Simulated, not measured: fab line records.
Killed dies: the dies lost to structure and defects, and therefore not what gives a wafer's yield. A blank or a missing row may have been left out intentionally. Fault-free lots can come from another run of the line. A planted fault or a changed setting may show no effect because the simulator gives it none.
Which of the tools did it?    flow nand_harc    6 lots with 18 wafers sampled at 5 steps, on a route of 1302 steps

## WHAT THE GAUGES READ, wafer by wafer
NHARC_END_SORT_01.
lot   measured      on         killed_at_periphery
L637  day 28 23:19  prober-01  8 6 11
L641  day 30 14:56  prober-02  3 5 6
L644  day 31 09:43  prober-02  4 6 2
L649  day 33 23:12  prober-01  8 2 3

## WHICH TOOL RAN EACH LOT (tool, then ch and the chambers of the sampled wafers, then the start)
lot   NHARC_P_CONTACT_STRIP_28            NHARC_P_CONTACT_DEGAS_38      NHARC_P_CONTACT_CVD_23                    NHARC_P_M0_DEP_00
L631  rie_diel-10 ch 0,1,2, day 7 11:25   pvd_sputter-03, day 7 12:03   cvd_w-01 ch 0,1, day 7 13:36 or earlier   pecvd-02 ch 0,1,2, day 7 13:36
L637  rie_diel-08 ch 1,2,3, day 10 06:34  pvd_sputter-03, day 10 07:10  cvd_w-02 ch 0,1, day 10 08:46 or earlier  pecvd-04 ch 0,1,2, day 10 08:46
L641  rie_diel-06 ch 1,2, day 12 04:41    pvd_sputter-01, day 12 05:19  cvd_w-01 ch 0,1, day 12 06:55 or earlier  pecvd-02 ch 0,1,2, day 12 06:55
L644  rie_diel-10 ch 0,1,3, day 12 20:08  pvd_sputter-01, day 12 20:45  cvd_w-01 ch 0,1, day 12 22:20 or earlier  pecvd-01 ch 0,1,2, day 12 22:20
L647  rie_diel-06 ch 1,2,3, day 14 06:13  pvd_sputter-01, day 14 06:52  cvd_w-02 ch 0,1, day 14 08:27 or earlier  pecvd-04 ch 1,2, day 14 08:27
L649  rie_diel-06 ch 2,3, day 15 03:28    pvd_sputter-02, day 15 04:06  cvd_w-01 ch 0,1, day 15 05:45 or earlier  pecvd-01 ch 1,2, day 15 05:45
- NHARC_P_CONTACT_STRIP_28: strips in O2.
- NHARC_P_CONTACT_DEGAS_38: time 60 s.
- NHARC_P_CONTACT_CVD_23: deposits W, target thk 200 nm, time 557 s.
- NHARC_P_M0_DEP_00: deposits SiOC, target thk 150 nm.

## THE ANSWER, worked out from the rows above alone
Rule: the lots themselves supply what counts as usual. The widest of any qualifying gaps counts: lots, ordered by their means at a reading, are off when they make up no more than a third of the lots, leave a main group of 4 or more, and stand apart from it by 3 or more times the standard deviation of that group's means. A main group is skipped when, at the precision printed for the reading in the tables above, its means are all equal. A lot without any number at a reading at which 4 lots or more have one is off too. Any other lot the step has rows for is counted as sound.
No lot is off on any of the readings shown, so nothing can be concluded from this.

## WHAT THE SIMULATOR PUT IN
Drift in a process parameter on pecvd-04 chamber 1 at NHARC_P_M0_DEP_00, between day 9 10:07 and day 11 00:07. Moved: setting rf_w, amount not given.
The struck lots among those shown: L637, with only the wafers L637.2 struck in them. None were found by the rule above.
